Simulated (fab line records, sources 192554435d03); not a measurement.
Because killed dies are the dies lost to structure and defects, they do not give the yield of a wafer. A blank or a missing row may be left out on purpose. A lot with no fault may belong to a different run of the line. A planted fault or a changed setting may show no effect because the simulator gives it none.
8D (eight disciplines) problem report, filled in by code	flow n5 finfet	the parts of the form that need people (team, actions taken, sign-off) are left out

## 1. WHAT IS WRONG
Wafers without a fault read 1499.9 rpm, standard deviation 0.97; spin speed rpm at N5_MOL_CONTACT_COAG_COAT_76 reads a mean of 1426.4 rpm on 6 wafers belonging to 2 lots. Measured from the usual mean, that is -76 standard deviations.
The step: time 60 s, resist thk 10 nm.
First seen on wafer L979.1, day 6 20:53, on litho track-01. The record holds 30 wafers of 10 lots with a number at this step. Rule for "out", or "out of limits": more than 4 standard deviations from the usual mean. Any other wafer with a number is counted as sound.

## 2. WHAT IT IS AND WHAT IT IS NOT
question	is	is not
which readings at this step	spin speed rpm	dispense pressure kPa, heater power total W
which lots	L979, L981	L974, L977, L985, L988, L990, L993, L994, L995
which wafers of those lots	all that have a number	-
read on which tools	litho track-01	litho track-03, litho track-04
when	from day 6 20:53	up to then (6 sound wafers); but 18 sound wafers of L985, L988, L990, L993, L994, L995 came after

## 3. WHAT RULES OUT EACH SUSPECT
Counting: a tool at any process step up to the reading remains a suspect when it ran all the lots that are out and ran no sound lot after the first of those.
- litho track-01 at N5_MOL_CONTACT_COAG_COAT_76 (time 60 s, resist thk 10 nm): ruled out as a lasting fault. Sound lots L995 ran on it after its first lot that is out, L979 (day 6 20:53).
Left after counting: nothing in the record.

## 4. THE CAUSE (what the simulator had put in)
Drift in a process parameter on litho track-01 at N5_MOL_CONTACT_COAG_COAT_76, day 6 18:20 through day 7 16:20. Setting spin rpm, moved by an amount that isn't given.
Counting ruled it out, wrongly.

## 5. THE EFFECT CHAIN, in route order
One row per reading whose mean, taken over the struck wafers that have a number, lies over 3 standard deviations from the usual. Only readings for which the record gives a usual standard deviation are gone through. hours: the time from each lot's start at the first step in this table that gives one to its start at this step, as a median over the lots. sigmas: the change in usual standard deviations.
hours	step	reading	usual	on struck wafers	change	sigmas
0	N5_MOL_CONTACT_COAG_COAT_76	spin speed rpm	1499.9 rpm	1426.4	-73.5	-76
Here are the process steps it includes:
- N5_MOL_CONTACT_COAG_COAT_76: time 60 s, resist thk 10 nm.
At these later measuring or inspecting steps, every struck wafer for which the step has a row has a number for every such reading, and none has moved that far: N5_MOL_CONTACT_COAG_OVL_MEAS_85, N5_BEOL_M4_RC_MEAS_101.

## 6. WHAT WOULD HAVE CAUGHT IT SOONER
In this record the first reading out of limits was taken at day 6 20:53, 3 hours after the fault began at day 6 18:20.
